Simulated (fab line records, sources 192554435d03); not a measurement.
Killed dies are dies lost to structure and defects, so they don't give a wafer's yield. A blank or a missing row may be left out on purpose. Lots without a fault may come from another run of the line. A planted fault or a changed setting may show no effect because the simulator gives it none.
fab line records | flow n5_finfet | part 1 of 2: steps 1 to 36 of 40
record lots=6 wafers=17 last_day=18
route steps=1938 shown BEOL_M13@1673 BEOL_M15@1830
lots that met no fault: from a run of the same line without faults
start_h: hours from the record's first day to the start of the lot's first wafer shown | wait_h: hours since the lot's step before | " the same as in the row above | L1.1+2: a row that stands for several wafers | - no value, or no start given | * or withheld: withheld | < > ~ a bound
route shown NAME@n: a module of which the file shows steps, and the number in the route of the first | usual: mean/standard deviation of fault-free wafers | same: alike in all rows | chamber/n: place in a boat | sites: the reading at each site | _std_site: their standard deviation | _edge_site: outer sites' mean less inner sites' | radius_mm: how far each site lies from the wafer's centre | mask NAME#n: copy n | behind: the tool/chamber that last shaped the wafer | hold: why the lot was held/for how many hours/how that ended | device: the transistor (n, p or np) that didn't switch | end of line: the same wafers' tests at the end of the route | a step without rows: its recipe alone | killed: dies lost to structure and defects at the first sort, not the wafer's yield | map: a wafer's dies, x killed, . not, _ none there
set.NAME: the setting as run; set.NAME@STEP: as run at that earlier step | model.NAME: the simulator's own value behind a step, which no gauge read
lots at some steps of the route; a table a step, a row a wafer
services: from which hour (start_h, from the record's first day; less than 0 if before it) a tool's chamber was out of use, for how many hours, and why
## steps
# step N5_BEOL_M13_ETCH_59
# recipe chemistry=N2/H2 target=BARC target_depth_a=890 overetch_a=267 time_s=67.9 ion_energy_ev=200 pressure_mtorr=30 source_w=840 bias_w=150 n2_flow_sccm=200 h2_flow_sccm=200
# usual drypump_motor_current_A=5.6/0.37 oes_product_au=0.68/0.077 rf_vpp_V=524.1/2.5 showerhead_plenum_p_Torr=2.56/0.091 throttle_valve_pct=17.83/0.19
# columns lot.wafer tool chamber start_h wait_h drypump_motor_current_A oes_product_au rf_hours_counter_h rf_vpp_V showerhead_plenum_p_Torr throttle_valve_pct
L217.1 rie_diel-02 0 277.78 0.0 5.3 0.61 209 520.1 2.42 18.01
L217.2 " 2 " " 5.7 0.79 14 525.6 2.61 17.69
L217.6 " 1 " " 5.8 0.80 - 526.0 2.62 17.45
L224.2 rie_diel-02 1 294.52 0.0 5.8 0.78 12 525.8 2.62 17.46
L224.4 " 0 " " 5.3 0.60 215 520.9 2.42 18.01
L224.5 " 0 " " 5.3 0.60 - 520.7 2.42 18.00
L231.4 rie_diel-05 3 351.04 0.0 6.4 0.74 46 530.2 2.71 18.00
L231.5 " 0 " " 5.3 0.60 - 523.0 2.50 17.77
L231.6 " 3 " " 6.4 0.74 - 528.3 2.71 18.02
L230.1 rie_diel-04 2 352.56 0.0 5.8 0.73 42 521.8 2.50 17.67
L230.2 " 0 " " 5.7 0.60 237 524.1 2.49 18.21
L230.6 " 0 " " 5.7 0.60 - 522.8 2.49 18.20
L237.3 rie_diel-04 2 373.23 0.0 5.8 0.72 47 521.7 2.50 17.67
L237.6 " 3 " " 5.5 0.79 - 528.5 2.71 17.93
L239.2 rie_diel-05 2 398.33 0.0 5.9 0.60 210 522.7 2.51 17.69
L239.4 " 1 " " 5.1 0.67 97 523.9 2.56 17.72
L239.6 " 0 " " 5.3 0.59 - 522.2 2.50 17.81
# step N5_BEOL_M13_VIA_ETCH_16
# recipe chemistry=C4F8/O2/Ar target=SiOC pressure_mtorr=30 source_w=3000 bias_w=700 Ar_flow_sccm=400 C4F8_flow_sccm=15 O2_flow_sccm=8 he_inner_torr=15 he_outer_torr=30 target_depth_a=9217 time_s=withheld ion_energy_ev=250 ends=cleared
# usual drypump_motor_current_A=5.6/0.36 oes_product_au=0.72/0.086 rf_vpp_V=666/3.1 showerhead_plenum_p_Torr=3.43/0.11 throttle_valve_pct=24.14/0.18
# columns lot.wafer tool chamber start_h wait_h drypump_motor_current_A oes_product_au rf_vpp_V showerhead_plenum_p_Torr throttle_valve_pct
L217.1 rie_diel-02 0 277.83 0.0 5.3 0.64 662 3.23 24.11
L217.2 " 2 " " 5.7 0.82 668 3.50 23.91
L217.6 " 1 " " 5.8 0.85 669 3.51 23.86
L224.2 rie_diel-02 1 294.57 0.0 5.8 0.83 667 3.51 23.85
L224.4 " 0 " " 5.3 0.63 661 3.23 24.13
L224.5 " 0 " " 5.3 0.64 661 3.23 24.13
L231.4 rie_diel-05 3 351.09 0.0 6.4 0.79 671 3.60 24.28
L231.5 " 0 " " 5.3 0.64 664 3.38 24.16
L231.6 " 3 " " 6.4 0.79 671 3.60 24.29
L230.1 rie_diel-04 2 352.61 0.0 5.8 0.78 664 3.36 24.01
L230.2 " 0 " " 5.7 0.61 664 3.38 24.64
L230.6 " 0 " " 5.7 0.61 664 3.38 24.65
L237.3 rie_diel-04 2 373.28 0.0 5.8 0.78 664 3.36 24.00
L237.6 " 3 " " 5.5 0.84 671 3.60 24.21
L239.2 rie_diel-05 2 398.38 0.0 5.9 0.63 665 3.38 24.02
L239.4 " 1 " " 5.1 0.71 667 3.44 24.02
L239.6 " 0 " " 5.3 0.63 664 3.38 24.18
# step N5_BEOL_M13_STRIP_63
# recipe chemistry=N2/H2 power_w=1000 temp_c=250 h2_frac=0.65 overash_fraction=0.3 pressure_mtorr=1000 n2_flow_sccm=1750 h2_flow_sccm=3250
# step N5_BEOL_M13_STRIP_64
# recipe chemistry=N2/H2 power_w=1000 temp_c=250 h2_frac=0.65 overash_fraction=0.3 pressure_mtorr=withheld n2_flow_sccm=1750 h2_flow_sccm=3250
# usual drypump_motor_current_A=5.6/0.53 heater_power_w=338/10 oes_product_au=0.715/0.0048 strip_time_to_endpoint_s=31.34/0.079
# same overash_fraction=0.3
# columns lot.wafer tool chamber start_h wait_h drypump_motor_current_A heater_power_w oes_product_au rf_hours_counter_h strip_time_to_endpoint_s
L217.1 plasma_asher-02 0 278.12 0.0 6.2 340 0.706 77 31.30
L217.2 " 1 " " 5.8 350 0.717 77 31.34
L217.6 " 1 " " 5.8 344 0.714 - 31.34
L224.2 plasma_asher-01 1 294.87 0.0 4.8 324 0.714 129 31.26
L224.4 " 0 " " 5.7 346 0.714 - 31.34
L224.5 " 0 " " 5.7 345 0.727 - 31.37
L231.4 plasma_asher-01 1 351.40 0.0 4.8 327 0.714 - 31.34
L231.5 " 1 " " 4.7 320 0.710 - 31.47
L231.6 " 0 " " 5.7 349 0.719 - 31.42
L230.1 plasma_asher-01 0 352.91 0.0 5.7 340 0.711 140 31.36
L230.2 " 1 " " 4.8 326 0.711 140 31.36
L230.6 " 1 " " 4.8 321 0.713 - 31.35
L237.3 plasma_asher-01 1 373.60 0.0 4.7 323 0.712 - 31.40
L237.6 " 1 " " 4.7 323 0.713 - 31.33
L239.2 plasma_asher-02 0 398.76 0.0 6.2 336 0.724 104 31.31
L239.4 " 0 " " 6.2 338 0.718 - 31.32
L239.6 " 0 " " 6.2 328 0.716 - 31.32
# step N5_BEOL_M13_STRIP_71
# recipe chemistry=post_etch_residue_remover time_s=60 temp_c=25 remover_ph=withheld remover_water_wt_pct=withheld remover_fluoride_wt_pct=withheld
# step N5_BEOL_M13_SRD_72
# recipe time_s=30 temp_c=23 rinse_liquid=diw dry=n2_spin spin_rpm=1500 dry_time_s=30
# step N5_BEOL_M13_CD_MEAS_17
# recipe target_cd_nm=190 polarity=opening
# usual cd_nm=190.1/1.6
# columns lot.wafer tool chamber start_h wait_h cd_nm
L217.1 cd_sem-02 - 278.27 0.0 190.8
L217.2 " - " " 193.3
L217.6 " - " " 188.7
L224.2 cd_sem-01 - 295.01 0.0 188.2
L224.4 " - " " 191.4
L224.5 " - " " 188.7
L231.4 cd_sem-03 - 351.54 0.0 189.6
L231.5 " - " " 188.9
L231.6 " - " " 189.2
L230.1 cd_sem-01 - 353.06 0.0 192.0
L230.2 " - " " 189.9
L230.6 " - " " 191.0
L237.3 cd_sem-03 - 373.73 0.0 193.3
L237.6 " - " " 193.4
L239.2 cd_sem-03 - 398.91 0.0 189.4
L239.4 " - " " 188.4
L239.6 " - " " 189.7
# step N5_BEOL_M13_COAT_65
# recipe resist=SOC temp_c=250 time_s=60 spin_rpm=1500 resist_thk_nm=350
# step N5_BEOL_M13_COAT_66
# recipe resist=SiARC temp_c=220 time_s=60 spin_rpm=1500 resist_thk_nm=110
# step N5_BEOL_M13_COAT_22
# recipe spin_rpm=2888 resist_thk_nm=300
# step N5_BEOL_M13_EBR_24
# recipe solvent=PGMEA ebr_width_mm=1.5
# step N5_BEOL_M13_SOFTBAKE_23
# recipe temp_c=130 time_s=60
# step N5_BEOL_M13_EXPOSE_25
# recipe mask_id=M13 na=0.93 source_shape=conventional sigma_outer=0.4 polarization=unpolarized target_cd_nm=210 dose_mj=22
# usual exposure_dose_mJ_cm2=21.995/0.021
# columns lot.wafer tool chamber start_h wait_h mask exposure_dose_mJ_cm2
L217.1 krf_scanner-01 0 278.43 - M13#0 21.988
L217.2 " 0 " " M13#0 21.964
L217.6 " 0 " " M13#0 21.966
L224.2 krf_scanner-01 0 295.17 - M13#0 22.007
L224.4 " 0 " " M13#0 21.997
L224.5 " 0 " " M13#0 21.928
L231.4 krf_scanner-01 0 351.71 - M13#0 20.398
L231.5 " 0 " " M13#0 20.433
L231.6 " 0 " " M13#0 20.416
L230.1 krf_scanner-01 0 353.21 - M13#0 19.791
L230.2 " 0 " " M13#0 19.784
L230.6 " 0 " " M13#0 19.790
L237.3 krf_scanner-02 0 374.02 - M13#0 22.051
L237.6 " 0 " " M13#0 22.014
L239.2 krf_scanner-02 0 399.19 - M13#0 22.017
L239.4 " 0 " " M13#0 22.028
L239.6 " 0 " " M13#0 22.016
# step N5_BEOL_M13_PEB_26
# recipe peb_temp_c=130 peb_time_s=90
# step N5_BEOL_M13_DEVELOP_27
# recipe develop_time_s=45 rinse_liquid=diw dry=air_spin dev_temp_c=21
# step N5_BEOL_M13_HARDBAKE_32
# recipe temp_c=130 time_s=120
# step N5_BEOL_M13_CD_MEAS_28
# recipe target_cd_nm=209.5 landing_energy_ev=500 detector=se_inlens
# usual cd_nm=210.0/1.7
# columns lot.wafer tool chamber start_h wait_h cd_nm
L217.1 cd_sem-01 0 278.60 - 212.9
L217.2 " 0 " " 212.6
L217.6 " 0 " " 211.7
L224.2 cd_sem-01 0 295.34 - 205.6
L224.4 " 0 " " 207.7
L224.5 " 0 " " 208.1
L231.4 cd_sem-03 0 351.86 - 219.2
L231.5 " 0 " " 235.9
L231.6 " 0 " " 247.5
L230.1 cd_sem-01 0 353.38 - 259.0
L230.2 " 0 " " 227.0
L230.6 " 0 " " 225.9
L237.3 cd_sem-01 0 374.18 - 209.1
L237.6 " 0 " " 208.9
L239.2 cd_sem-03 0 399.36 - 211.3
L239.4 " 0 " " 208.7
L239.6 " 0 " " 207.3
# step N5_BEOL_M13_OVL_MEAS_29
# recipe points_per_wafer=44
# usual M13_OVL=1/6.1
# same points_per_wafer=44
# columns lot.wafer tool chamber start_h wait_h M13_OVL[nm]
L217.1 overlay-01 0 278.63 0.0 2
L217.2 " 0 " " 11
L217.6 " 0 " " 7
L224.2 overlay-02 0 295.37 0.0 6
L224.4 " 0 " " 12
L224.5 " 0 " " 8
L231.4 overlay-01 0 351.89 0.0 5
L231.5 " 0 " " 7
L231.6 " 0 " " 2
L230.1 overlay-02 0 353.41 0.0 11
L230.2 " 0 " " -4
L230.6 " 0 " " 2
L237.3 overlay-01 0 374.21 0.0 3
L237.6 " 0 " " -2
L239.2 overlay-02 0 399.39 0.0 -8
L239.4 " 0 " " -13
L239.6 " 0 " " -5
# step N5_BEOL_M13_INSPECT_30
# recipe mode=adi inspect_instrument=macro
# usual raw_defect_count=2.2/1.5
# columns lot.wafer tool chamber start_h wait_h raw_defect_count
L217.1 defect_inspect-01 - 278.66 0.0 5
L217.2 " - " " 3
L217.6 " - " " 6
L224.2 defect_inspect-01 - 295.39 0.0 5
L224.4 " - " " 1
L224.5 " - " " 4
L231.4 defect_inspect-02 - 351.92 0.0 3
L231.5 " - " " 0
L231.6 " - " " 3
L230.1 defect_inspect-02 - 353.44 0.0 2
L230.2 " - " " 2
L230.6 " - " " 2
L237.3 defect_inspect-01 - 374.24 0.0 1
L237.6 " - " " 2
L239.2 defect_inspect-02 - 399.41 0.0 5
L239.4 " - " " 4
L239.6 " - " " 1
# step N5_BEOL_M13_DESCUM_33
# recipe chemistry=O2 time_s=7.9 source_power_w=50 bias_power_w=20 pressure_mtorr=20 rf_frequency_hz=2.712e+07 temp_c=40 o2_flow_sccm=225
# usual drypump_motor_current_A=5.64/0.27 oes_product_au=0.82/0.091 rf_vpp_V=243.2/1.1 showerhead_plenum_p_Torr=2.09/0.071 throttle_valve_pct=20.32/0.25
# columns lot.wafer tool chamber start_h wait_h drypump_motor_current_A oes_product_au rf_hours_counter_h rf_vpp_V showerhead_plenum_p_Torr throttle_valve_pct model.BEOL_M13.cd_nm
L217.1 rie_diel-02 0 279.22 0.6 5.31 0.71 210 242.1 1.99 20.52 212.8
L217.2 " 2 " " 5.68 0.91 15 243.9 2.13 20.03 212.2
L217.6 " 1 " " 5.84 0.94 - 243.9 2.16 20.07 211.6
L224.2 rie_diel-02 3 295.63 0.2 5.48 0.89 21 242.8 2.03 20.43 205.8
L224.4 " 2 " " 5.68 0.90 20 243.7 2.13 20.02 207.4
L224.5 " 0 " " 5.29 0.70 - 242.4 1.99 20.53 208.2
L231.4 rie_diel-02 1 351.95 0.0 5.80 0.88 31 243.3 2.15 20.12 219.2
L231.5 " 2 " " 5.66 0.86 - 243.2 2.12 20.06 236
L231.6 " 1 " " 5.80 0.88 - 243.6 2.15 20.12 247.2
L230.1 rie_diel-04 0 353.47 0.0 5.70 0.68 238 243.4 2.06 20.92 258.6
L230.2 " 2 " " 5.76 0.87 42 244.3 2.03 20.03 226.4
L230.6 " 2 " " 5.75 0.86 - 243.1 2.03 20.01 226
L237.3 rie_diel-04 0 374.49 0.3 5.70 0.67 244 244.2 2.06 20.91 209
L237.6 " 2 " " 5.72 0.85 - 242.5 2.03 20.03 208.8
L239.2 rie_diel-04 3 399.64 0.2 5.45 0.92 26 244.6 2.23 20.60 211
L239.4 " 1 " " 5.93 0.68 - 243.6 2.13 20.32 208.2
L239.6 " 3 " " 5.47 0.91 - 243.9 2.23 20.58 207.2
# step N5_BEOL_M13_ETCH_67
# recipe chemistry=CF4 target=SiARC target_depth_a=1430 time_s=238.3 ion_energy_ev=80 pressure_mtorr=40 source_w=545 bias_w=36 Ar_flow_sccm=100 cf4_flow_sccm=100 ends=cleared
# usual cf4_flow_sccm=100.04/0.28 drypump_motor_current_A=5.64/0.27 etch_rf_on_time_s=240/5.7 oes_product_au=0.69/0.079 rf_vpp_V=184.0/1.1 showerhead_plenum_p_Torr=2.14/0.068 throttle_valve_pct=15.52/0.26
# columns lot.wafer tool chamber start_h wait_h cf4_flow_sccm drypump_motor_current_A etch_rf_on_time_s oes_product_au rf_hours_counter_h rf_vpp_V showerhead_plenum_p_Torr throttle_valve_pct
L217.1 rie_diel-02 0 279.26 0.0 100.19 5.31 246 0.60 210 181.9 2.04 15.79
L217.2 " 2 " " 99.61 5.69 236 0.79 15 185.9 2.19 15.23
L217.6 " 1 " " 99.91 5.83 245 0.78 - 185.9 2.19 15.17
L224.2 rie_diel-02 3 295.67 0.0 100.00 5.49 233 0.77 21 182.7 2.09 15.57
L224.4 " 2 " " 100.31 5.64 237 0.78 20 185.5 2.18 15.23
L224.5 " 0 " " 100.12 5.28 246 0.60 - 182.0 2.04 15.81
L231.4 rie_diel-02 1 351.98 0.0 100.19 5.81 242 0.74 31 185.2 2.18 15.21
L231.5 " 2 " " 99.66 5.64 236 0.74 - 185.1 2.18 15.28
L231.6 " 1 " " 99.74 5.81 243 0.74 - 184.4 2.18 15.21
L230.1 rie_diel-04 0 353.51 0.0 100.15 5.72 257 0.56 238 182.0 2.11 16.05
L230.2 " 2 " " 99.70 5.76 236 0.73 42 184.3 2.10 15.29
L230.6 " 2 " " 100.33 5.79 235 0.74 - 183.8 2.10 15.30
L237.3 rie_diel-04 0 374.53 0.0 100.56 5.69 256 0.56 244 184.2 2.11 16.07
L237.6 " 2 " " 100.26 5.78 236 0.72 - 183.3 2.10 15.31
L239.2 rie_diel-04 3 399.67 0.0 100.65 5.49 229 0.78 26 187.4 2.26 15.62
L239.4 " 1 " " 99.73 5.96 244 0.57 - 184.7 2.20 15.71
L239.6 " 3 " " 100.30 5.51 232 0.78 - 185.0 2.26 15.60
# step N5_BEOL_M13_ETCH_68
# recipe chemistry=N2/H2 target=SOC mask_material=SiARC source_w=3000 bias_w=350 temp_c=40 time_s=355 ion_energy_ev=200 pressure_mtorr=30 n2_flow_sccm=200 h2_flow_sccm=200
# step N5_BEOL_M13_STRIP_69
# recipe chemistry=N2/H2 temp_c=40 n2_flow_sccm=200 h2_flow_sccm=200 rf_frequency_hz=6e+07
# step N5_BEOL_M13_TRENCH_ETCH_34
# recipe chemistry=C4F8/O2/Ar target=SiOC target_depth_a=4134.7 mask_material=SOC pressure_mtorr=30 source_w=3000 bias_w=700 Ar_flow_sccm=400 C4F8_flow_sccm=15 O2_flow_sccm=8 he_inner_torr=15 he_outer_torr=30 time_s=162.6 ion_energy_ev=250
# step N5_BEOL_M13_STRIP_70
# recipe chemistry=C4F8/O2/Ar resist=SiARC rf_frequency_hz=6e+07
# step N5_BEOL_M13_STRIP_37
# recipe chemistry=N2/H2 power_w=1000 temp_c=250 h2_frac=0.65 overash_fraction=0.3 pressure_mtorr=withheld n2_flow_sccm=1750 h2_flow_sccm=3250
# usual drypump_motor_current_A=5.5/0.55 heater_power_w=337/10 oes_product_au=0.783/0.011
# same overash_fraction=0.3
# columns lot.wafer tool chamber start_h wait_h drypump_motor_current_A heater_power_w oes_product_au rf_hours_counter_h
L217.1 plasma_asher-01 1 279.84 0.0 4.7 317 0.774 126
L217.2 " 0 " " 5.7 349 0.757 126
L217.6 " 0 " " 5.7 347 0.797 -
L224.2 plasma_asher-01 1 296.25 0.0 4.7 326 0.787 129
L224.4 " 0 " " 5.7 348 0.777 -
L224.5 " 1 " " 4.7 327 0.781 -
L231.4 plasma_asher-02 1 352.58 0.1 5.8 346 0.786 -
L231.5 " 0 " " 6.2 330 0.775 -
L231.6 " 1 " " 5.8 349 0.785 -
L230.1 plasma_asher-01 0 354.09 0.0 5.8 350 0.788 140
L230.2 " 1 " " 4.8 322 0.788 140
L230.6 " 1 " " 4.7 317 0.778 -
L237.3 plasma_asher-01 0 375.13 0.1 5.7 349 0.779 -
L237.6 " 1 " " 4.7 327 0.760 -
L239.2 plasma_asher-02 1 400.25 0.0 5.8 344 0.782 104
L239.4 " 0 " " 6.2 331 0.796 -
L239.6 " 1 " " 5.8 346 0.755 -
# step N5_BEOL_M13_ETCH_38
# recipe chemistry=CF4/N2 target=SiCN target_depth_a=675 taper_deg=2 time_s=71.9 ion_energy_ev=150 mask_material=SiO2 pressure_mtorr=40 source_w=430 bias_w=70 Ar_flow_sccm=100 cf4_flow_sccm=60 n2_flow_sccm=60
# usual cf4_flow_sccm=60.01/0.17 drypump_motor_current_A=5.7/0.34 oes_product_au=0.78/0.092 rf_vpp_V=382.4/1.8 showerhead_plenum_p_Torr=2.22/0.07 throttle_valve_pct=15.40/0.22
# columns lot.wafer tool chamber start_h wait_h cf4_flow_sccm drypump_motor_current_A oes_product_au rf_hours_counter_h rf_vpp_V showerhead_plenum_p_Torr throttle_valve_pct model.BEOL_M13.cd_nm
L217.1 rie_diel-05 0 280.49 - 60.23 5.3 0.70 196 382.2 2.19 15.46 212.2
L217.2 " 1 " " 60.48 5.1 0.83 62 382.9 2.24 15.25 213.6
L217.6 " 3 " " 60.03 6.3 0.90 - 386.4 2.34 15.43 213
L224.2 rie_diel-05 1 299.63 - 60.19 5.1 0.82 68 383.0 2.24 15.27 207.2
L224.4 " 2 " " 60.02 5.9 0.72 185 382.0 2.18 15.31 208.2
L224.5 " 1 " " 60.04 5.1 0.82 - 384.5 2.24 15.29 209.4
L231.4 rie_diel-05 3 356.04 - 59.93 6.3 0.86 47 385.5 2.33 15.48 220.6
L231.5 " 0 " " 59.96 5.3 0.69 - 381.3 2.18 15.50 237.6
L231.6 " 1 " " 59.78 5.1 0.80 - 382.5 2.23 15.30 249.2
L230.1 rie_diel-05 2 356.80 - 59.91 5.9 0.71 198 381.7 2.18 15.32 259.2
L230.2 " 0 " " 60.29 5.3 0.69 216 381.1 2.18 15.50 228
L230.6 " 3 " " 60.14 6.3 0.87 - 385.4 2.33 15.47 226.8
L237.3 rie_diel-04 2 378.44 - 59.98 5.7 0.85 49 380.6 2.16 15.16 209.8
L237.6 " 0 " " 60.06 5.7 0.65 - 381.6 2.17 15.90 209.8
L239.2 rie_diel-02 3 401.95 - 59.96 5.5 0.84 61 379.8 2.14 15.47 213
L239.4 " 1 " " 59.91 5.8 0.83 - 383.4 2.24 15.09 209.2
L239.6 " 3 " " 60.21 5.5 0.83 - 380.6 2.14 15.48 209.4
# step N5_BEOL_M13_PRECLEAN_39
# recipe chemistry=residue_remover time_s=60 temp_c=40
# step N5_BEOL_M13_SRD_40
# recipe time_s=30 temp_c=23 rinse_liquid=diw dry=n2_spin spin_rpm=1500 dry_time_s=30
# step N5_BEOL_M13_DEGAS_41
# recipe ambient=vacuum temp_c=250 time_s=60
# step N5_BEOL_M13_PRE_CLEAN_42
# recipe gas=H2/He time_s=30 temp_c=250
# step N5_BEOL_M13_SPUTTER_43
# recipe material=TaN target_thk_a=150 temp_c=50 bias_v=168.6 power_w=15000 chamber_pressure_pa=0.12 time_s=24.19
# step N5_BEOL_M13_SPUTTER_44
# recipe material=Ta target_thk_a=100 temp_c=50 bias_v=80 power_w=15000 chamber_pressure_pa=0.07 time_s=16.13
# step N5_BEOL_M13_SPUTTER_45
# recipe material=Cu target_thk_a=800 temp_c=-20 bias_v=60 power_w=26000 chamber_pressure_pa=0.13 time_s=13.33
# step N5_BEOL_M13_ECD_47
# recipe material=Cu target_thk_a=9360
# step N5_BEOL_M13_ANNEAL_48
# recipe temp_c=225 time_s=90 ambient=N2
## key
first_sign step=N5_BEOL_M13_EXPOSE_25 reading=exposure_dose_mJ_cm2 direction=down sigmas=91 usual=21.995 struck=20.102
effect step=N5_BEOL_M13_CD_MEAS_28 reading=cd_nm direction=up sigmas=15 usual=210.0 struck=235.8 through=control_loop
effect step=N5_BEOL_M15_RC_MEAS_101 reading=SERP_M13 direction=down sigmas=5.6 usual=0.308 struck=0.273
model_effect step=N5_BEOL_M13_DESCUM_33 value=BEOL_M13.cd_nm without=209.2 struck=235.6
model_effect step=N5_BEOL_M13_ETCH_38 value=BEOL_M13.cd_nm without=210.5 struck=236.9
met_at N5_BEOL_M13_EXPOSE_25
struck_wafers L230.1,L230.2,L230.6,L231.4,L231.5,L231.6
later_rows_left_out L230.1,L231.6
sort_left_out L230.1,L230.2,L230.6,L231.4,L231.5,L231.6
loop_trim step=N5_BEOL_M13_EXPOSE_25 setting=dose lots=L230,L231
onset_between 295.17 351.71
fault kind=process_parameter_drift tool=krf_scanner-01 chamber=- onset_h=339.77 steps=N5_BEOL_M13_EXPOSE_25 channel=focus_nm offset=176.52 spread_by_wafer=0.3 shape=step end_h=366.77
# sort_left_out: the simulated sort isn't trusted on such a fault, so these wafers' sort isn't shown, and their yield isn't known
# later_rows_left_out: the simulator's readings of these wafers behind a module that went badly wrong aren't trusted and aren't shown, but for the sort
# loop_trim: a control loop set the setting to another value than it would have without faults
